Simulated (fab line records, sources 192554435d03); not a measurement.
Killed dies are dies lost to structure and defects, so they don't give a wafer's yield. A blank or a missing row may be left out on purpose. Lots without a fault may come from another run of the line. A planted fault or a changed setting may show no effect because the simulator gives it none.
One fault seen from 2 desks | flow n5_finfet | each desk has only its own numbers; what lay behind them comes last

THE TOOL OWNER'S DESK: pecvd-03
The tool's own readings at N5_BEOL_M2_ILD_DEP_00 (deposits SiOC from DEMS/O2, target thk 79 nm, time 15.3 s): means of the sampled wafers that have a number, for each lot that ran on this tool. A lot is out of limits, marked OUT, if its mean lies more than 4 standard deviations from the usual mean; the brackets give that distance.
Columns: A = heater_power_outer_w at N5_BEOL_M2_ILD_DEP_00, usual 256 W; B = heater_power_w at N5_BEOL_M2_ILD_DEP_00, usual 489 W; C = showerhead_plenum_p_Torr at N5_BEOL_M2_ILD_DEP_00, usual 5.686 Torr; D = throttle_valve_pct at N5_BEOL_M2_ILD_DEP_00, usual 11.7 %
lot  | first seen here | A   | B   | C     | D
L338 | day 6 22:07     | 314 | 563 | 5.693 | 11.7
L339 | day 7 05:30     | 271 | 527 | 5.682 | 11.6
L345 | day 8 20:35     | 348 | 589 | 5.680 | 11.9
L350 | day 9 19:50     | 309 | 566 | 5.700 | 11.8
L357 | day 11 16:43    | 322 | 568 | 5.686 | 12.0
This desk's finding: nothing out of limits on any of the 5 lots.

THE METROLOGY DESK
What the gauges read, lot by lot, whatever tool the lot ran on: means of the sampled wafers that have a number. A lot is out of limits, marked OUT, if its mean lies more than 4 standard deviations from the usual mean; the brackets give that distance. Of its 11 readings 7 are shown: those that lie furthest out on some lot.
Columns: A = M2_ILD_THK at N5_BEOL_M2_THK_MEAS_01, usual 78.6 nm; B = DIBL_N at N5_BEOL_M4_RC_MEAS_101, usual 36.0 mV/V; C = DIBL_P at N5_BEOL_M4_RC_MEAS_101, usual 36.0 mV/V; D = IOFF_N at N5_BEOL_M4_RC_MEAS_101, usual 0.156 nA/um; E = ION_N at N5_BEOL_M4_RC_MEAS_101, usual 673 uA/um; F = VT_N at N5_BEOL_M4_RC_MEAS_101, usual 250 mV; G = VT_P at N5_BEOL_M4_RC_MEAS_101, usual -250 mV
lot  | first seen here | A    | B    | C    | D     | E   | F   | G
L337 | day 6 15:53     | 78.9 | 34.7 | 34.0 | 0.124 | 658 | 255 | -251
L338 | day 6 22:11     | 77.8 | 36.4 | 36.6 | 0.169 | 674 | 249 | -255
L339 | day 7 05:34     | 80.2 | 36.2 | 35.5 | 0.148 | 670 | 253 | -254
L340 | day 7 10:42     | 79.2 | 35.7 | 37.4 | 0.154 | 670 | 251 | -247
L341 | day 7 18:07     | 78.3 | 36.0 | 35.3 | 0.141 | 664 | 252 | -250
L345 | day 8 20:40     | 77.1 | 36.7 | 35.8 | 0.165 | 683 | 249 | -253
L346 | day 9 05:29     | 79.0 | 33.9 | 34.4 | 0.137 | 667 | 252 | -248
L350 | day 9 19:54     | 81.3 | 36.6 | 36.2 | 0.166 | 676 | 251 | -249
L357 | day 11 16:47    | 82.8 | 34.3 | 34.5 | 0.140 | 673 | 250 | -246
L359 | day 12 08:08    | 78.8 | 36.4 | 37.2 | 0.172 | 686 | 247 | -251
This desk's finding: nothing out of limits on any of the 10 lots.

PUT TOGETHER
The tool owner's desk saw nothing out of limits.
The metrology desk saw nothing out of limits.

WHAT THE SIMULATOR HAD PUT IN
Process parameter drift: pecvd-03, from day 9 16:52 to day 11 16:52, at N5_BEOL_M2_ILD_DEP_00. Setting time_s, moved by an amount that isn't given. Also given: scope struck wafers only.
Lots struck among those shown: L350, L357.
